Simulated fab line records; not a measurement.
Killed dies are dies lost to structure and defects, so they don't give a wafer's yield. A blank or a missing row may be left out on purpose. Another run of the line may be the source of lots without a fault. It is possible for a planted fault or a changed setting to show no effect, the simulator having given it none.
fab line records | flow n5_finfet
record lots=9 | wafers=27 | last_day=17
route steps=1938 shown BEOL_M4@1111 MIM_TOP@1838 MIM_TOP_ETCH@1852 MIM_BOT_ETCH@1868 PASS1_CAP@1873 PASSIVATION@1936
lots with no fault: from the same line, run without faults
start_h: hours from the record's opening day to when the first of the lot's shown wafers began | wait_h: how many hours have passed since the lot's step before this one | " the same as in the row above | L1.1+2: one row covering several wafers at once | - no value present, or no start provided | * or withheld: withheld | < > ~ a bound
route shown NAME@n: names a module that has steps shown in the file, with the first one's number in the route | usual: mean/standard deviation of fault-free wafers | same: alike in all rows | chamber/n: place in a boat | sites: each site's reading | _std_site: the standard deviation of these | _edge_site: inner sites' mean taken away from outer sites' mean | radius_mm: for every site, how far away it sits from the centre of the wafer | mask NAME#n: copy n | behind: the tool/chamber that last shaped the wafer | hold: reason for holding the lot/hours on hold/outcome of the hold | device: transistor that didn't switch, given as n, p or np | end of line: at the end of the route, the tests of the same wafers | a step given without rows: its recipe and nothing more | killed: at the first sort, the dies lost to defects and structure; wafer yield is something else | map: a wafer's dies, x killed, . not, _ none there
set.NAME: the setting as run; set.NAME@STEP: as run at that earlier step | model.NAME: the simulator's own value behind a step, which no gauge read
route steps across a sampled set of lots; one table per step, one row per wafer
services: a tool's chamber out of use, with start hour (start_h, from the record's first day; less than 0 if before it), hours out, and reason
## steps
# step N5_BEOL_M4_RC_MEAS_101
# usual DIBL_N=36.5/1.4 | DIBL_P=36.5/1.6 | IOFF_N=0.163/0.022 | IOFF_P=0.219/0.029 | ION_N=675/8.3 | ION_P=464/6.2 | SS_N=71.5/0.52 | SS_P=73.4/0.57 | VT_N=249.7/2.6 | VT_P=-250/3
lot.wafer | tool      | chamber | start_h | wait_h | DIBL_N[mV/V] | DIBL_P[mV/V] | IOFF_N[nA/um] | IOFF_P[nA/um] | ION_N[uA/um] | ION_P[uA/um] | SS_N[mV/dec] | SS_P[mV/dec] | VT_N[mV] | VT_P[mV]
L766.1    | prober-02 | 0       | 164.98  | 0.4    | 35.8         | 35.3         | 0.140         | 0.185         | 661          | 459          | 71.2         | 72.5         | 250.8    | -250
L766.2    | "         | 0       | "       | "      | 38.3         | 37.5         | 0.177         | 0.224         | 671          | 462          | 72.1         | 73.1         | 248.6    | -247
L766.5    | "         | 0       | "       | "      | 36.7         | 37.0         | 0.152         | 0.201         | 670          | 465          | 71.2         | 72.9         | 249.0    | -249
L767.1    | prober-01 | 0       | 171.17  | 0.0    | 38.3         | 37.0         | 0.170         | 0.252         | 673          | 472          | 71.9         | 73.3         | 252.2    | -249
L767.2    | "         | 0       | "       | "      | 36.7         | 34.9         | 0.139         | 0.215         | 661          | 462          | 71.2         | 73.9         | 254.3    | -248
L767.3    | "         | 0       | "       | "      | 36.8         | 34.5         | 0.136         | 0.199         | 669          | 468          | 70.9         | 73.2         | 253.8    | -249
L769.4    | prober-02 | 0       | 196.10  | 0.5    | 35.5         | 37.1         | 0.148         | 0.205         | 671          | 465          | 71.2         | 73.5         | 253.1    | -252
L769.5    | "         | 0       | "       | "      | 36.6         | 38.6         | 0.168         | 0.224         | 675          | 460          | 71.8         | 73.5         | 249.6    | -252
L769.6    | "         | 0       | "       | "      | 34.2         | 34.9         | 0.125         | 0.172         | 659          | 456          | 70.9         | 72.6         | 253.6    | -254
L774.1    | prober-01 | 0       | 214.70  | 0.0    | 33.8         | 32.7         | 0.120         | 0.196         | 666          | 468          | 71.6         | 72.4         | 251.9    | -247
L774.3    | "         | 0       | "       | "      | 36.2         | 35.5         | 0.155         | 0.244         | 671          | 464          | 71.3         | 73.1         | 249.2    | -247
L774.5    | "         | 0       | "       | "      | 35.3         | 34.8         | 0.140         | 0.230         | 676          | 472          | 71.5         | 72.8         | 250.8    | -248
L776.1    | prober-02 | 0       | 237.77  | 0.0    | 37.1         | 37.8         | 0.162         | 0.220         | 679          | 462          | 72.3         | 73.8         | 251.9    | -250
L776.3    | "         | 0       | "       | "      | 37.1         | 37.8         | 0.166         | 0.226         | 674          | 471          | 71.2         | 73.8         | 248.4    | -250
L776.6    | "         | 0       | "       | "      | 36.8         | 37.4         | 0.162         | 0.211         | 685          | 466          | 71.0         | 73.7         | 249.9    | -251
L782.1    | prober-02 | 0       | 262.20  | 0.0    | 35.7         | 36.0         | 0.149         | 0.210         | 663          | 454          | 70.7         | 72.8         | 249.4    | -250
L782.2    | "         | 0       | "       | "      | 33.7         | 32.7         | 0.110         | 0.162         | 665          | 457          | 70.4         | 72.7         | 255.0    | -256
L782.6    | "         | 0       | "       | "      | 35.3         | 35.5         | 0.152         | 0.212         | 682          | 468          | 71.2         | 73.4         | 249.5    | -247
L786.1    | prober-02 | 0       | 290.68  | 0.0    | 38.5         | 38.0         | 0.175         | 0.240         | 681          | 464          | 71.3         | 74.3         | 250.5    | -247
L786.5    | "         | 0       | "       | "      | 38.7         | 37.9         | 0.184         | 0.244         | 666          | 460          | 71.4         | 74.3         | 248.6    | -248
L786.6    | "         | 0       | "       | "      | 38.1         | 37.6         | 0.174         | 0.248         | 685          | 471          | 71.4         | 74.0         | 247.6    | -247
L787.2    | prober-01 | 0       | 298.36  | 0.2    | 35.9         | 37.2         | 0.158         | 0.203         | 675          | 467          | 71.4         | 73.2         | 251.6    | -253
L787.5    | "         | 0       | "       | "      | 34.6         | 35.2         | 0.136         | 0.166         | 668          | 458          | 70.9         | 73.3         | 251.9    | -258
L787.6    | "         | 0       | "       | "      | 36.0         | 37.6         | 0.166         | 0.203         | 682          | 463          | 71.8         | 73.5         | 249.8    | -252
L788.1    | prober-02 | 0       | 310.36  | 0.0    | 35.7         | 37.9         | 0.170         | 0.230         | 681          | 472          | 72.5         | 73.4         | 250.1    | -248
L788.2    | "         | 0       | "       | "      | 33.3         | 34.6         | 0.127         | 0.184         | 675          | 467          | 71.0         | 72.6         | 252.1    | -251
L788.3    | "         | 0       | "       | "      | 35.0         | 36.6         | 0.151         | 0.217         | 675          | 465          | 71.1         | 73.3         | 250.0    | -249
# step N5_MIM_TOP_SPUTTER_03
# recipe material=TiN | target_thk_a=350 | temp_c=200 | power_w=3000 | chamber_pressure_pa=0.49996 | gas=Ar | reactive_partial_pa=0.37997 | time_s=89.7
# usual substrate_temp_c=200.01/0.16 | throttle_valve_pct=30.4/0.42
lot.wafer | tool           | chamber | start_h | wait_h | substrate_temp_c | throttle_valve_pct
L766.1    | pvd_sputter-02 | -       | 253.50  | 0.0    | 200.00           | 30.6
L766.2    | "              | -       | "       | "      | 199.85           | 30.9
L766.5    | "              | -       | "       | "      | 199.98           | 30.5
L767.1    | pvd_sputter-03 | -       | 267.38  | 0.0    | 199.88           | 29.9
L767.2    | "              | -       | "       | "      | 200.21           | 29.9
L767.3    | "              | -       | "       | "      | 199.51           | 30.1
L769.4    | pvd_sputter-03 | -       | 282.83  | 0.0    | 199.85           | 30.2
L769.5    | "              | -       | "       | "      | 199.60           | 30.1
L769.6    | "              | -       | "       | "      | 199.81           | 30.7
L774.1    | pvd_sputter-03 | -       | 310.87  | 0.0    | 200.09           | 29.8
L774.3    | "              | -       | "       | "      | 200.12           | 30.2
L774.5    | "              | -       | "       | "      | 199.90           | 29.6
L776.1    | pvd_sputter-01 | -       | 333.57  | 0.0    | 199.89           | 29.5
L776.3    | "              | -       | "       | "      | 199.62           | 30.5
L776.6    | "              | -       | "       | "      | 199.81           | 29.3
L782.1    | pvd_sputter-01 | -       | 355.93  | 0.0    | 200.01           | 29.3
L782.2    | "              | -       | "       | "      | 200.18           | 30.2
L782.6    | "              | -       | "       | "      | 200.09           | 30.2
L786.1    | pvd_sputter-03 | -       | 386.57  | 0.0    | 200.18           | 29.7
L786.5    | "              | -       | "       | "      | 199.76           | 30.0
L786.6    | "              | -       | "       | "      | 200.18           | 30.2
L787.2    | pvd_sputter-02 | -       | 398.21  | 0.0    | 200.14           | 31.1
L787.5    | "              | -       | "       | "      | 200.06           | 31.1
L787.6    | "              | -       | "       | "      | 199.82           | 30.5
L788.1    | pvd_sputter-03 | -       | 401.87  | 0.0    | 199.92           | 30.4
L788.2    | "              | -       | "       | "      | 199.78           | 29.9
L788.3    | "              | -       | "       | "      | 199.75           | 29.9
# step N5_MIM_TOP_ETCH_STRIP_01
# recipe chemistry=O2 | power_w=600 | temp_c=60 | pressure_mtorr=30 | rf_frequency_hz=6e+07 | bias_power_w=0 | overash_fraction=0.5 | o2_flow_sccm=225
# usual drypump_motor_current_A=5.9/0.36 | oes_product_au=0.81/0.083 | rf_vpp_V=3.5/1.3 | showerhead_plenum_p_Torr=2.09/0.057 | throttle_valve_pct=16.66/0.28
lot.wafer | tool        | chamber | start_h | wait_h | drypump_motor_current_A | oes_product_au | rf_hours_counter_h | rf_vpp_V | showerhead_plenum_p_Torr | throttle_valve_pct
L766.1    | rie_diel-06 | 1       | 254.21  | 0.1    | 5.9                     | 0.68           | 239                | 5.2      | 2.07                     | 17.25
L766.2    | "           | 3       | "       | "      | 5.8                     | 0.87           | 30                 | 2.8      | 2.14                     | 16.24
L766.5    | "           | 0       | "       | "      | 5.8                     | 0.67           | -                  | 2.3      | 2.16                     | 16.83
L767.1    | rie_diel-03 | 3       | 268.33  | 0.2    | 6.3                     | 0.73           | 182                | 3.7      | 2.18                     | 16.67
L767.2    | "           | 0       | "       | "      | 5.6                     | 0.84           | 74                 | 5.0      | 2.03                     | 16.11
L767.3    | "           | 1       | "       | "      | 6.1                     | 0.71           | 195                | 3.0      | 2.17                     | 17.11
L769.4    | rie_diel-03 | 2       | 283.67  | 0.1    | 6.3                     | 0.86           | 49                 | 4.6      | 2.05                     | 16.50
L769.5    | "           | 0       | "       | "      | 5.6                     | 0.86           | -                  | 2.4      | 2.03                     | 16.10
L769.6    | "           | 3       | "       | "      | 6.3                     | 0.73           | -                  | 5.9      | 2.17                     | 16.65
L774.1    | rie_diel-04 | 0       | 311.87  | 0.1    | 6.3                     | 0.87           | 37                 | 3.6      | 2.05                     | 16.78
L774.3    | "           | 3       | "       | "      | 5.4                     | 0.73           | 156                | 5.6      | 2.09                     | 16.68
L774.5    | "           | 2       | "       | "      | 5.7                     | 0.76           | -                  | 3.8      | 2.01                     | 16.72
L776.1    | rie_diel-03 | 2       | 334.41  | 0.1    | 6.3                     | 0.84           | 65                 | 2.5      | 2.05                     | 16.48
L776.3    | "           | 1       | "       | "      | 6.1                     | 0.73           | 215                | 4.5      | 2.16                     | 17.17
L776.6    | "           | 3       | "       | "      | 6.3                     | 0.71           | -                  | 4.0      | 2.17                     | 16.71
L782.1    | rie_diel-04 | 0       | 356.97  | 0.3    | 6.3                     | 0.84           | 52                 | 1.4      | 2.04                     | 16.79
L782.2    | "           | 1       | "       | "      | 5.5                     | 0.99           | 6                  | 4.7      | 2.15                     | 16.36
L782.6    | "           | 0       | "       | "      | 6.3                     | 0.84           | -                  | 4.3      | 2.05                     | 16.83
L786.1    | rie_diel-06 | 1       | 388.21  | 0.1    | 5.9                     | 0.91           | 22                 | 0.9      | 2.06                     | 16.86
L786.5    | "           | 3       | "       | "      | 5.8                     | 0.80           | -                  | 5.0      | 2.12                     | 16.27
L786.6    | "           | 0       | "       | "      | 5.7                     | 0.85           | -                  | 2.7      | 2.14                     | 16.46
L787.2    | rie_diel-04 | 0       | 400.21  | 0.2    | 6.3                     | 0.84           | 65                 | 3.7      | 2.04                     | 16.78
L787.5    | "           | 1       | "       | "      | 5.5                     | 0.97           | -                  | 2.7      | 2.14                     | 16.36
L787.6    | "           | 0       | "       | "      | 6.3                     | 0.82           | -                  | 5.3      | 2.04                     | 16.78
L788.1    | rie_diel-03 | 2       | 404.95  | 0.4    | 6.3                     | 0.80           | 88                 | 1.3      | 2.04                     | 16.53
L788.2    | "           | 0       | "       | "      | 5.6                     | 0.80           | 114                | 6.4      | 2.02                     | 16.19
L788.3    | "           | 1       | "       | "      | 6.1                     | 0.67           | 237                | 4.3      | 2.16                     | 17.15
# step N5_MIM_BOT_ETCH_ETCH_00
# recipe chemistry=Cl2/BCl3 | target=TiN | target_depth_a=455 | ion_energy_ev=150 | pressure_mtorr=10 | icp_w=1000 | bias_w=126 | Cl2_flow_sccm=53.25 | bcl3_flow_sccm=21.75 | Ar_flow_sccm=25
# usual drypump_motor_current_A=5.3/0.39 | oes_product_au=0.81/0.069 | throttle_valve_pct=21.85/0.15
lot.wafer | tool         | chamber | start_h | wait_h | drypump_motor_current_A | oes_product_au | rf_hours_counter_h | throttle_valve_pct
L766.1    | rie_metal-03 | 0       | 255.09  | 0.1    | 4.9                     | 0.75           | 49                 | 22.00
L766.2    | "            | 1       | "       | "      | 5.6                     | 0.93           | 6                  | 21.80
L766.5    | "            | 1       | "       | "      | 5.6                     | 0.93           | -                  | 21.80
L767.1    | rie_metal-01 | 1       | 269.23  | 0.1    | 4.9                     | 0.83           | 26                 | 21.89
L767.2    | "            | 0       | "       | "      | 5.4                     | 0.87           | 15                 | 21.64
L767.3    | "            | 1       | "       | "      | 4.8                     | 0.83           | -                  | 21.89
L769.4    | rie_metal-01 | 0       | 284.46  | 0.1    | 5.4                     | 0.87           | -                  | 21.64
L769.5    | "            | 0       | "       | "      | 5.4                     | 0.86           | -                  | 21.64
L769.6    | "            | 1       | "       | "      | 4.9                     | 0.83           | -                  | 21.89
L774.1    | rie_metal-01 | 0       | 313.12  | 0.1    | 5.4                     | 0.87           | 19                 | 21.64
L774.3    | "            | 0       | "       | "      | 5.3                     | 0.86           | -                  | 21.64
L774.5    | "            | 1       | "       | "      | 4.8                     | 0.83           | -                  | 21.91
L776.1    | rie_metal-03 | 0       | 335.17  | 0.1    | 4.8                     | 0.73           | 55                 | 22.02
L776.3    | "            | 0       | "       | "      | 4.9                     | 0.56           | -                  | 22.35
L776.6    | "            | 1       | "       | "      | 5.6                     | 0.88           | -                  | 21.82
L782.1    | rie_metal-01 | 0       | 357.83  | 0.1    | 5.4                     | 0.84           | 22                 | 21.66
L782.2    | "            | 1       | "       | "      | 4.8                     | 0.81           | 33                 | 21.89
L782.6    | "            | 0       | "       | "      | 5.4                     | 0.84           | -                  | 21.64
L786.1    | rie_metal-01 | 0       | 389.62  | 0.1    | 5.4                     | 0.83           | 25                 | 21.68
L786.5    | "            | 1       | "       | "      | 4.9                     | 0.79           | -                  | 21.92
L786.6    | "            | 0       | "       | "      | 5.4                     | 0.83           | -                  | 21.66
L787.2    | rie_metal-03 | 1       | 401.94  | 0.1    | 5.7                     | 0.87           | 19                 | 21.84
L787.5    | "            | 0       | "       | "      | 4.9                     | 0.73           | -                  | 22.02
L787.6    | "            | 1       | "       | "      | 5.7                     | 0.87           | -                  | 21.82
L788.1    | rie_metal-02 | 0       | 407.07  | 0.1    | 5.9                     | 0.74           | 64                 | 21.81
L788.2    | "            | 0       | "       | "      | 5.9                     | 0.73           | -                  | 21.80
L788.3    | "            | 0       | "       | "      | 5.9                     | 0.73           | -                  | 21.81
# step N5_PASSIVATION_PECVD_55
# recipe material=SiO2 | target_thk_a=4000 | temp_c=400 | precursor=SiH4/N2O | pressure_torr=2.7 | rf_w=608 | time_s=22.5
# usual heater_power_w=694/100 | showerhead_plenum_p_Torr=8.13/0.09 | throttle_valve_pct=51.8/2.6
lot.wafer | tool     | chamber | start_h | wait_h | heater_power_w | showerhead_plenum_p_Torr | throttle_valve_pct
L766.1    | pecvd-02 | 1       | 255.73  | 0.0    | 840            | 8.16                     | 52.6
L766.2    | "        | 2       | "       | "      | 823            | 7.98                     | 48.6
L766.5    | "        | 1       | "       | "      | 665            | 8.15                     | 52.7
L767.1    | pecvd-04 | 2       | 269.87  | 0.0    | 691            | 8.23                     | 48.5
L767.2    | "        | 0       | "       | "      | 738            | 8.16                     | 56.2
L767.3    | "        | 1       | "       | "      | 643            | 8.23                     | 49.0
L769.4    | pecvd-04 | 2       | 285.11  | 0.0    | 711            | 8.23                     | 48.6
L769.5    | "        | 0       | "       | "      | 692            | 8.17                     | 56.2
L769.6    | "        | 1       | "       | "      | 556            | 8.23                     | 49.2
L774.1    | pecvd-04 | 0       | 314.00  | 0.0    | 799            | 8.15                     | 56.0
L774.3    | "        | 1       | "       | "      | 521            | 8.21                     | 49.2
L774.5    | "        | 0       | "       | "      | 823            | 8.14                     | 55.9
L776.1    | pecvd-01 | 2       | 335.81  | 0.0    | 546            | 8.26                     | 51.0
L776.6    | "        | 1       | "       | "      | 513            | 8.02                     | 50.1
L782.1    | pecvd-04 | 0       | 358.61  | 0.0    | 821            | 8.15                     | 56.3
L782.2    | "        | 2       | "       | "      | 646            | 8.21                     | 49.1
L782.6    | "        | 2       | "       | "      | 684            | 8.22                     | 49.2
L786.1    | pecvd-02 | 2       | 390.37  | 0.0    | 870            | 7.95                     | 49.3
L786.5    | "        | 2       | "       | "      | 873            | 7.96                     | 49.7
L786.6    | "        | 0       | "       | "      | 505            | 8.15                     | 52.9
L787.2    | pecvd-01 | 1       | 402.62  | 0.0    | 641            | 8.06                     | 50.1
L787.5    | "        | 2       | "       | "      | 583            | 8.23                     | 51.3
L787.6    | "        | 0       | "       | "      | 799            | 8.11                     | 55.7
L788.1    | pecvd-02 | 0       | 408.02  | 0.0    | 594            | 8.15                     | 52.9
L788.2    | "        | 1       | "       | "      | 676            | 8.14                     | 52.5
L788.3    | "        | 2       | "       | "      | 739            | 7.96                     | 49.7
# step N5_PASSIVATION_PROBE_49
# usual defect_limited_yield=91.2/1.6 | killed_at_M0_to_M3=33/11 | killed_at_M4_up=15/6.2 | killed_at_contacts=15/7.1 | killed_at_front_end=38/12 | killed_at_other=4/3.5 | killed_dies=104/19 | killed_on_rim=14/4 | killed_open=69/14 | killed_short=34/8.5 | sort_bin_5_function=5.2/0.99 | sort_bin_6_memory=3.3/0.77 | sort_n_pass=1076/19 | sort_yield_pct=91.2/1.6
# same gross_dies=1180 | killed_at_back_side=0 | sort_bin_4_leakage[%]=0 | sort_bin_8_speed[%]=0
lot.wafer | tool      | chamber | start_h | wait_h | defect_limited_yield[%] | killed_at_M0_to_M3 | killed_at_M4_up | killed_at_contacts | killed_at_front_end | killed_at_other | killed_dies | killed_on_rim | killed_open | killed_short | sort_bin_5_function[%] | sort_bin_6_memory[%] | sort_n_pass | sort_yield_pct[%]
L774.1    | prober-02 | -       | 320.98  | 0.0    | 91.0                    | 38                 | 19              | 9                  | 36                  | 4               | 106         | 17            | 66          | 40           | 5.0                    | 3.6                  | 1074        | 91.0
L774.3    | prober-02 | -       | 321.08  | 0.1    | 91.4                    | 33                 | 13              | 13                 | 40                  | 2               | 101         | 13            | 63          | 34           | 5.4                    | 2.5                  | 1079        | 91.4
L774.5    | prober-02 | -       | 321.18  | 0.2    | 93.1                    | 28                 | 15              | 11                 | 22                  | 6               | 82          | 9             | 46          | 35           | 4.0                    | 2.9                  | 1098        | 93.1
L776.1    | prober-02 | -       | 343.01  | 0.0    | 92.8                    | 33                 | 13              | 6                  | 33                  | 0               | 85          | 7             | 66          | 18           | 4.2                    | 2.6                  | 1095        | 92.8
L776.3    | prober-02 | -       | 343.11  | 0.1    | 0                       | 31                 | 8               | 12                 | 36                  | 1093            | 1180        | 152           | 59          | 29           | 96.7                   | 3.0                  | 0           | 0
L776.6    | prober-02 | -       | 343.26  | 0.3    | 93.4                    | 25                 | 19              | 3                  | 30                  | 1               | 78          | 10            | 52          | 25           | 3.3                    | 3.1                  | 1102        | 93.4
L782.1    | prober-02 | -       | 370.29  | 0.7    | 91.8                    | 29                 | 18              | 5                  | 44                  | 1               | 97          | 14            | 62          | 34           | 5.0                    | 3.1                  | 1083        | 91.8
L782.2    | prober-02 | -       | 370.34  | 0.8    | 90.2                    | 26                 | 20              | 19                 | 51                  | 0               | 116         | 17            | 83          | 32           | 5.3                    | 4.3                  | 1064        | 90.2
L782.6    | prober-02 | -       | 370.54  | 1.0    | 91.5                    | 30                 | 31              | 6                  | 32                  | 1               | 100         | 16            | 69          | 31           | 5.4                    | 2.8                  | 1080        | 91.5
L786.1    | prober-01 | -       | 398.80  | 0.0    | 90.5                    | 49                 | 14              | 14                 | 29                  | 6               | 112         | 16            | 79          | 31           | 5.8                    | 3.6                  | 1068        | 90.5
L786.5    | prober-01 | -       | 399.00  | 0.2    | 91.9                    | 43                 | 19              | 10                 | 20                  | 4               | 96          | 13            | 69          | 26           | 4.7                    | 3.2                  | 1084        | 91.9
L786.6    | prober-01 | -       | 399.05  | 0.3    | 90.8                    | 42                 | 26              | 13                 | 26                  | 1               | 108         | 14            | 79          | 26           | 4.7                    | 4.2                  | 1072        | 90.8
# killed by level:class
L774.1 FIN_SAQP:geometric_particle:open=9 BEOL_M0_SAQP:geometric_particle:open=8 BEOL_M3:geometric_particle:short=8 STI_FIN_REVEAL:geometric_particle:open=7 MOL_CONTACT_COAG:geometric_particle:open=7 BEOL_M2:geometric_particle:open=7 BEOL_M1:geometric_particle:open=6 FIN_SAQP:geometric_particle:short=5
L774.3 BEOL_M2:geometric_particle:open=14 MOL_CONTACT_COAG:geometric_particle:open=10 STI_FIN_REVEAL:geometric_particle:open=6 GATE_CUT:geometric_particle:short=5 BEOL_M2:geometric_particle:short=5 FIN_SAQP:geometric_particle:short=4 DUMMY_GATE:geometric_particle:open=4 BEOL_M0_SAQP:geometric_particle:open=4
L774.5 MOL_CONTACT_COAG:geometric_particle:open=9 GATE_CUT:geometric_particle:short=8 BEOL_M2:geometric_particle:open=6 BEOL_M0_SAQP:geometric_particle:short=5 BEOL_M1:geometric_particle:open=5 BEOL_M5:geometric_particle:open=5 STARTING-WAFER:geometric_particle:short=3 BEOL_M0_SAQP:geometric_particle:open=3
L776.1 BEOL_M3:geometric_particle:open=11 STI_FIN_REVEAL:geometric_particle:open=10 BEOL_M2:geometric_particle:open=8 GATE_CUT:geometric_particle:open=6 GATE_CUT:geometric_particle:short=6 BEOL_M1:geometric_particle:open=5 BEOL_M5:geometric_particle:open=5 ILD0:geometric_particle:open=4
L776.3 MIM_BOT_ETCH:area_etch=1092 MOL_CONTACT_COAG:geometric_particle:open=11 GATE_CUT:geometric_particle:open=11 GATE_CUT:geometric_particle:short=8 BEOL_M0:geometric_particle:open=6 BEOL_M0_SAQP:geometric_particle:open=5 STI_FIN_REVEAL:geometric_particle:open=4 BEOL_M0_SAQP:geometric_particle:short=4
L776.6 BEOL_M0_SAQP:geometric_particle:open=8 BEOL_M4:geometric_particle:open=6 GATE_CUT:geometric_particle:short=5 BEOL_M3:geometric_particle:open=5 SPACER0:geometric_particle:short=4 GATE_CUT:geometric_particle:open=4 STARTING-WAFER:geometric_particle:open=4 BEOL_M5:geometric_particle:open=4
L782.1 STI_FIN_REVEAL:geometric_particle:open=13 BEOL_M0_SAQP:geometric_particle:open=9 BEOL_M0_SAQP:geometric_particle:short=9 BEOL_M4:geometric_particle:open=9 DUMMY_GATE:geometric_particle:open=6 DUMMY_GATE:geometric_particle:short=5 BEOL_M2:geometric_particle:short=5 MOL_CONTACT_COAG:geometric_particle:open=5
L782.2 MOL_CONTACT_COAG:geometric_particle:open=17 BEOL_M4:geometric_particle:open=13 FIN_SAQP:geometric_particle:open=11 FIN_SAQP:geometric_particle:short=11 DUMMY_GATE:geometric_particle:open=7 BEOL_M0_SAQP:geometric_particle:open=7 STI_FIN_REVEAL:geometric_particle:open=6 STARTING-WAFER:geometric_particle:open=5
L782.6 BEOL_M4:geometric_particle:open=18 BEOL_M2:geometric_particle:open=9 FIN_SAQP:geometric_particle:open=7 BEOL_M3:geometric_particle:open=7 FIN_SAQP:geometric_particle:short=6 BEOL_M4:geometric_particle:short=5 STI_FIN_REVEAL:geometric_particle:open=4 DUMMY_GATE:geometric_particle:open=4
L786.1 BEOL_M3:geometric_particle:open=13 MOL_CONTACT_COAG:geometric_particle:open=12 BEOL_M2:geometric_particle:open=11 BEOL_M1:geometric_particle:open=9 BEOL_M4:geometric_particle:open=7 BEOL_M0:geometric_particle:open=6 BEOL_M2:geometric_particle:short=6 FIN_SAQP:geometric_particle:open=5
L786.5 BEOL_M2:geometric_particle:open=12 BEOL_M3:geometric_particle:open=9 MOL_CONTACT_COAG:geometric_particle:open=8 BEOL_M0_SAQP:geometric_particle:open=7 BEOL_M4:geometric_particle:open=7 BEOL_M0_SAQP:geometric_particle:short=4 BEOL_M1:geometric_particle:open=4 BEOL_M4:geometric_particle:short=4
L786.6 BEOL_M1:geometric_particle:open=19 BEOL_M4:geometric_particle:open=13 MOL_CONTACT_COAG:geometric_particle:open=10 STI_FIN_REVEAL:geometric_particle:open=6 BEOL_M3:geometric_particle:open=5 DUMMY_GATE:geometric_particle:open=4 BEOL_M0_SAQP:geometric_particle:open=4 STI_FIN_REVEAL:geometric_particle:short=3
## services
tool           | chamber | start_h | hours | kind
pecvd-01       | -       | 256.49  | 0.9   | repair
rie_metal-02   | -       | 264.03  | 0.2   | repair
rie_diel-03    | 0       | 268.67  | 3.8   | repair
rie_diel-04    | 0       | 271.49  | 3.0   | repair
rie_diel-04    | 0       | 283.51  | 6.1   | repair
rie_diel-04    | 2       | 291.59  | 9.0   | repair
pecvd-04       | 0       | 295.56  | 5.0   | scheduled_down
rie_diel-04    | 1       | 299.71  | 3.5   | repair
pecvd-02       | -       | 310.09  | 0.5   | repair
rie_diel-04    | 3       | 313.50  | 3.9   | repair
pvd_sputter-03 | -       | 316.18  | 2.9   | repair
rie_diel-04    | 2       | 319.23  | 6.4   | repair
pecvd-02       | -       | 326.05  | 14.6  | pm
rie_metal-01   | -       | 337.83  | 0.4   | repair
pecvd-04       | 1       | 353.22  | -     | clean
pecvd-04       | 1       | 353.22  | 29.5  | scheduled_down
pecvd-04       | 1       | 353.22  | 29.5  | vent_cycle
rie_metal-02   | -       | 356.47  | 3.4   | repair
rie_diel-04    | 3       | 368.70  | 1.9   | repair
rie_diel-04    | -       | 378.32  | 0.1   | repair
pecvd-04       | 2       | 382.72  | 16.5  | scheduled_down
pecvd-04       | 0       | 399.22  | 5.5   | scheduled_down
rie_diel-04    | -       | 406.08  | 0.5   | repair
rie_metal-01   | -       | 406.24  | 1.1   | repair
## key
first_sign step=N5_MIM_BOT_ETCH_ETCH_00 | reading=oes_product_au | direction=down | sigmas=3.6 | usual=0.81 | struck=0.56
effect step=N5_MIM_BOT_ETCH_ETCH_00 | reading=throttle_valve_pct | direction=up | sigmas=3.4 | usual=* | struck=*
effect step=N5_PASSIVATION_PROBE_49 | reading=killed_at_other | direction=up | sigmas=99+ | usual=4 | struck=1093
more_kills_born_at N5_MIM_BOT_ETCH_ETCH_00@rie_metal-03=1092
met_at N5_MIM_BOT_ETCH_ETCH_00
struck_lots L776
struck_wafers L776.3
later_rows_left_out L776.3
not_acting_at N5_MIM_TOP_SPUTTER_03,N5_MIM_TOP_ETCH_STRIP_01,N5_PASSIVATION_PECVD_55
onset_between 255.09 335.17
fault kind=process_parameter_drift | tool=rie_metal-03 | chamber=- | onset_h=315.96 | steps=N5_MIM_BOT_ETCH_ETCH_00 | channel=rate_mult | offset=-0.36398 | shape=step | end_h=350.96 | scope=struck_wafers_only
# later_rows_left_out: the simulator's readings of these wafers behind a module that went badly wrong aren't trusted and aren't shown, but for the sort
